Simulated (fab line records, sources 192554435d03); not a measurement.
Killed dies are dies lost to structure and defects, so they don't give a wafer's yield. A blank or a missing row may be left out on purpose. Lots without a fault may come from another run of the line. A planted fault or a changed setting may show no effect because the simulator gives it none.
fab line records | flow n5_finfet
record lots=5 wafers=15 last_day=18
route steps=1938 shown BEOL_M0_SAQP@674
lots that met no fault: from a run of the same line without faults
start_h: hours from the record's first day to the start of the lot's first wafer shown | wait_h: hours since the lot's step before | " the same as in the row above | L1.1+2: a row that stands for several wafers | - no value, or no start given | * or withheld: withheld | < > ~ a bound
route shown NAME@n: a module of which the file shows steps, and the number in the route of the first | usual: mean/standard deviation of fault-free wafers | same: alike in all rows | chamber/n: place in a boat | sites: the reading at each site | _std_site: their standard deviation | _edge_site: outer sites' mean less inner sites' | radius_mm: how far each site lies from the wafer's centre | mask NAME#n: copy n | behind: the tool/chamber that last shaped the wafer | hold: why the lot was held/for how many hours/how that ended | device: the transistor (n, p or np) that didn't switch | end of line: the same wafers' tests at the end of the route | a step without rows: its recipe alone | killed: dies lost to structure and defects at the first sort, not the wafer's yield | map: a wafer's dies, x killed, . not, _ none there
set.NAME: the setting as run; set.NAME@STEP: as run at that earlier step | model.NAME: the simulator's own value behind a step, which no gauge read
lots at some steps of the route; a table a step, a row a wafer
services: from which hour (start_h, from the record's first day; less than 0 if before it) a tool's chamber was out of use, for how many hours, and why
## steps
# step N5_BEOL_M0_SAQP_STRIP_108
# recipe chemistry=N2/H2 power_w=500 temp_c=40 pressure_mtorr=50 rf_frequency_hz=6e+07 overash_fraction=0.3 bias_power_w=28 h2_frac=0.5 n2_flow_sccm=300 h2_flow_sccm=300
# usual drypump_motor_current_A=5.6/0.42 n2_flow_sccm=300.0/0.84 oes_product_au=0.77/0.088 rf_vpp_V=121.6/1 showerhead_plenum_p_Torr=3.33/0.1 throttle_valve_pct=18.8/0.36
# same overash_fraction=0.3
# columns lot.wafer tool chamber start_h wait_h drypump_motor_current_A n2_flow_sccm oes_product_au rf_hours_counter_h rf_vpp_V showerhead_plenum_p_Torr throttle_valve_pct
L081.1 rie_diel-01 2 149.47 0.0 5.2 301.5 0.79 123 122.0 3.23 18.8
L081.2 " 3 " " 5.6 298.9 0.77 141 120.4 3.51 19.0
L081.6 " 3 " " 5.6 299.9 0.76 - 121.9 3.51 19.0
L087.2 rie_diel-01 1 212.72 0.0 5.8 298.8 0.84 83 120.2 3.28 18.7
L087.3 " 0 " " 5.0 298.1 0.92 15 121.1 3.31 18.7
L087.6 " 3 " " 5.6 299.5 0.75 - 121.4 3.50 19.1
L088.1 rie_diel-03 2 216.29 0.0 5.1 299.8 0.93 14 122.3 3.44 18.4
L088.3 " 0 " " 6.0 301.4 0.68 248 121.2 3.29 18.5
L088.4 " 3 " " 5.7 300.4 0.66 - 120.7 3.33 19.3
L089.2 rie_diel-04 2 217.72 0.0 6.2 299.9 0.87 57 121.8 3.40 18.5
L089.3 " 1 " " 5.7 299.5 0.75 149 121.2 3.09 18.5
L089.5 " 2 " " 6.2 301.0 0.87 - 122.0 3.40 18.5
L097.1 rie_diel-01 0 253.31 0.0 4.9 299.4 0.89 27 122.4 3.31 18.7
L097.4 " 3 " " 5.6 300.1 0.74 176 124.1 3.49 19.1
L097.6 " 1 " " 5.8 299.7 0.83 - 121.7 3.27 18.7
# step N5_BEOL_M0_SAQP_RECESS_109
# recipe chemistry=HF/NH3 target=SiO2 target_depth_a=30 afs_cycles=1 temp_c=30 sublimation_temp_c=180 sublimation_time_s=60
# usual drypump_motor_current_A=5.6/0.37 sublimation_temp_c=180.01/0.17
# columns lot.wafer tool chamber start_h wait_h drypump_motor_current_A sublimation_temp_c
L081.1 vapor_etch-02 1 149.53 0.0 6.2 180.25
L081.2 " 0 " " 5.3 180.03
L081.6 " 1 " " 6.2 180.04
L087.2 vapor_etch-02 0 212.78 0.0 5.3 179.91
L087.3 " 1 " " 6.2 179.89
L087.6 " 1 " " 6.2 179.90
L088.1 vapor_etch-02 0 216.35 0.0 5.4 179.95
L088.3 " 1 " " 6.2 180.19
L088.4 " 0 " " 5.3 179.58
L089.2 vapor_etch-01 0 218.25 0.5 5.4 179.95
L089.3 " 1 " " 5.4 179.95
L089.5 " 1 " " 5.4 180.08
L097.1 vapor_etch-02 0 253.38 0.0 5.3 180.20
L097.4 " 0 " " 5.3 180.30
L097.6 " 0 " " 5.4 180.09
# step N5_BEOL_M0_SAQP_SPACER2_ALD_26
# recipe material=SiO2 target_thk_a=150 temp_c=300 ald_precursor_family=BDEAS ald_co_reactant=O2-plasma pulse_time_s=1 purge_time_s=2 co_reactant_purge_time_s=2 pressure_torr=2
# usual heater_power_w=446/61 precursor_pulse_height_rel=0.998/0.019
# columns lot.wafer tool chamber start_h wait_h heater_power_w precursor_pulse_height_rel since_wet_clean_h
L081.1 ald_sin-04 2 149.76 0.2 494 0.993 248
L081.2 " 3 " " 376 0.966 248
L081.6 " 0 " " 526 1.009 -
L087.2 ald_sin-03 2 212.92 0.1 308 0.981 205
L087.3 " 1 " " 442 1.019 205
L087.6 " 0 " " 468 0.963 -
L088.1 ald_sin-03 3 216.49 0.1 410 1.027 209
L088.3 " 0 " " 467 0.993 209
L088.4 " 2 " " 314 0.997 209
L089.2 ald_sin-04 2 218.40 0.1 509 1.002 316
L089.3 " 0 " " 527 0.991 316
L089.5 " 0 " " 526 0.998 -
L097.1 ald_sin-04 2 253.52 0.1 510 1.005 351
L097.4 " 3 " " 376 0.992 351
L097.6 " 2 " " 502 1.011 -
# step N5_BEOL_M0_SAQP_SPACER2_ETCHBACK_27
# recipe chemistry=CHF3/O2 mode=anisotropic_etchback target=SiO2 target_depth_a=225 time_s=11.25 pressure_mtorr=30 source_w=650 bias_w=170 Ar_flow_sccm=200 CHF3_flow_sccm=50 O2_flow_sccm=5 ion_energy_ev=200
# usual drypump_motor_current_A=5.6/0.41 oes_product_au=0.77/0.079 rf_vpp_V=522/10 showerhead_plenum_p_Torr=2.38/0.081 throttle_valve_pct=18.77/0.19
# columns lot.wafer tool chamber start_h wait_h drypump_motor_current_A oes_product_au rf_hours_counter_h rf_vpp_V showerhead_plenum_p_Torr throttle_valve_pct
L081.1 rie_diel-04 2 150.31 0.3 6.2 0.89 40 528 2.47 18.46
L081.2 " 1 " " 5.7 0.77 132 515 2.23 18.66
L081.6 " 2 " " 6.2 0.88 - 529 2.47 18.47
L087.2 rie_diel-01 0 213.53 0.3 5.0 0.91 15 517 2.38 18.59
L087.3 " 3 " " 5.6 0.76 161 534 2.51 18.77
L087.6 " 3 " " 5.6 0.75 - 536 2.51 18.76
L088.1 rie_diel-03 0 217.08 0.3 6.0 0.66 249 514 2.36 18.67
L088.3 " 2 " " 5.0 0.94 14 545 2.45 18.49
L088.4 " 3 " " 5.7 0.67 - 508 2.38 19.07
L089.2 rie_diel-01 3 218.96 0.3 5.6 0.74 163 534 2.51 18.78
L089.3 " 0 " " 5.0 0.91 17 517 2.38 18.60
L089.5 " 2 " " 5.2 0.76 - 529 2.32 18.82
L097.1 rie_diel-01 1 254.07 0.3 5.8 0.82 97 509 2.34 18.68
L097.4 " 0 " " 4.9 0.88 27 517 2.38 18.62
L097.6 " 2 " " 5.2 0.76 - 528 2.32 18.86
# step N5_BEOL_M0_SAQP_MANDREL2_REMOVE_110
# recipe chemistry=HBr/Cl2/O2 bt_time_s=10 target=a-Si stop_on=SiCN endpoint=OES-SiCl over_etch_frac=1 icp_w=600 bias_w=30 HBr_flow_sccm=150 Cl2_flow_sccm=80 O2_flow_sccm=5 pressure_mtorr=10
# usual drypump_motor_current_A=5.58/0.29 oes_product_au=1.005/0.019 throttle_valve_pct=36.61/0.26
# same over_etch_frac=1
# columns lot.wafer tool chamber start_h wait_h drypump_motor_current_A oes_product_au rf_hours_counter_h throttle_valve_pct
L081.1 rie_si-02 3 150.40 0.1 5.52 0.991 179 36.58
L081.2 " 0 " " 5.71 1.010 141 36.69
L081.6 " 3 " " 5.52 0.985 - 36.58
L087.2 rie_si-02 0 213.62 0.1 5.74 1.006 142 36.68
L087.3 " 2 " " 5.37 1.005 180 36.58
L087.6 " 1 " " 5.69 1.021 - 36.21
L088.1 rie_si-05 3 217.17 0.1 6.57 1.002 31 37.52
L088.3 " 2 " " 5.38 1.009 53 36.55
L088.4 " 0 " " 6.02 1.005 - 37.05
L089.2 rie_si-06 3 219.05 0.1 5.91 1.009 165 36.73
L089.3 " 0 " " 5.63 0.976 5 36.32
L089.5 " 3 " " 5.91 1.006 - 36.74
L097.1 rie_si-02 3 254.16 0.1 5.50 0.975 181 36.59
L097.4 " 2 " " 5.38 1.014 181 36.57
L097.6 " 0 " " 5.70 1.000 - 36.70
# step N5_BEOL_M0_SAQP_CD_MEAS_29
# recipe target_cd_nm=14.4 landing_energy_ev=1000 detector=se_inlens
# usual cd_nm=14.98/0.23
# columns lot.wafer tool chamber start_h wait_h cd_nm
L081.1 cd_sem-03 0 150.51 0.1 14.86
L081.2 " 0 " " 15.08
L081.6 " 0 " " 14.87
L087.2 cd_sem-01 0 213.73 0.1 14.61
L087.3 " 0 " " 15.05
L087.6 " 0 " " 14.94
L088.1 cd_sem-01 0 217.28 0.1 15.13
L088.3 " 0 " " 15.18
L088.4 " 0 " " 15.02
L089.2 cd_sem-02 0 219.16 0.1 15.09
L089.3 " 0 " " 15.13
L089.5 " 0 " " 14.75
L097.1 cd_sem-03 0 254.27 0.1 15.08
L097.4 " 0 " " 14.89
L097.6 " 0 " " 14.47
# step N5_BEOL_M0_SAQP_COAT_69
# recipe resist=SOC temp_c=250 time_s=60 spin_rpm=1500 resist_thk_nm=90
# columns lot.wafer tool chamber start_h wait_h
L081.1+2+6 litho_track-01 0 150.55 0.0
L087.2+3+6 litho_track-03 0 213.77 0.0
L088.1+3+4 litho_track-04 0 218.15 0.9
L089.2+3+5 litho_track-01 0 219.19 0.0
L097.1+4+6 litho_track-01 0 254.30 0.0
# step N5_BEOL_M0_SAQP_COAT_72
# recipe resist=SiARC temp_c=220 time_s=60 spin_rpm=1500 resist_thk_nm=15
# columns lot.wafer tool chamber start_h wait_h
L081.1+2+6 litho_track-01 0 - -
L087.2+3+6 litho_track-03 0 - -
L088.1+3+4 litho_track-04 0 - -
L089.2+3+5 litho_track-01 0 - -
L097.1+4+6 litho_track-01 0 - -
# step N5_BEOL_M0_SAQP_COAT_87
# recipe resist=underlayer temp_c=205 time_s=60 spin_rpm=1500 resist_thk_nm=5
# columns lot.wafer tool chamber start_h wait_h
L081.1+2+6 litho_track-01 0 - -
L087.2+3+6 litho_track-03 0 - -
L088.1+3+4 litho_track-04 0 - -
L089.2+3+5 litho_track-01 0 - -
L097.1+4+6 litho_track-01 0 - -
## services
# columns tool chamber start_h hours kind
ald_sin-04 1 126.36 4.3 repair
vapor_etch-01 1 128.25 3.4 repair
rie_diel-04 1 136.39 8.7 repair
rie_diel-03 2 142.38 - clean
rie_diel-03 2 142.38 - consumable_replace:focus_ring
rie_diel-03 2 142.38 20.4 scheduled_down
rie_diel-03 2 142.38 20.4 vent_cycle
rie_diel-01 0 144.02 - clean
rie_diel-01 0 144.02 - consumable_replace:focus_ring
rie_diel-01 0 144.02 16.1 scheduled_down
rie_diel-01 0 144.02 16.1 vent_cycle
rie_si-05 3 179.11 1.7 repair
rie_diel-01 1 186.61 6.5 repair
ald_sin-03 3 187.19 13.1 repair
vapor_etch-02 - 189.89 14.6 pm
rie_diel-04 3 198.65 1.7 repair
vapor_etch-01 - 200.94 0.6 repair
ald_sin-04 - 206.12 6.1 pm
rie_si-05 1 213.17 7.1 repair
rie_diel-03 1 213.86 - clean
vapor_etch-02 - 216.99 22.9 repair
litho_track-01 - 218.22 - consumable_replace:filter
rie_diel-01 1 218.33 2.2 repair
rie_diel-04 - 237.68 2.8 pm
## key
fault none
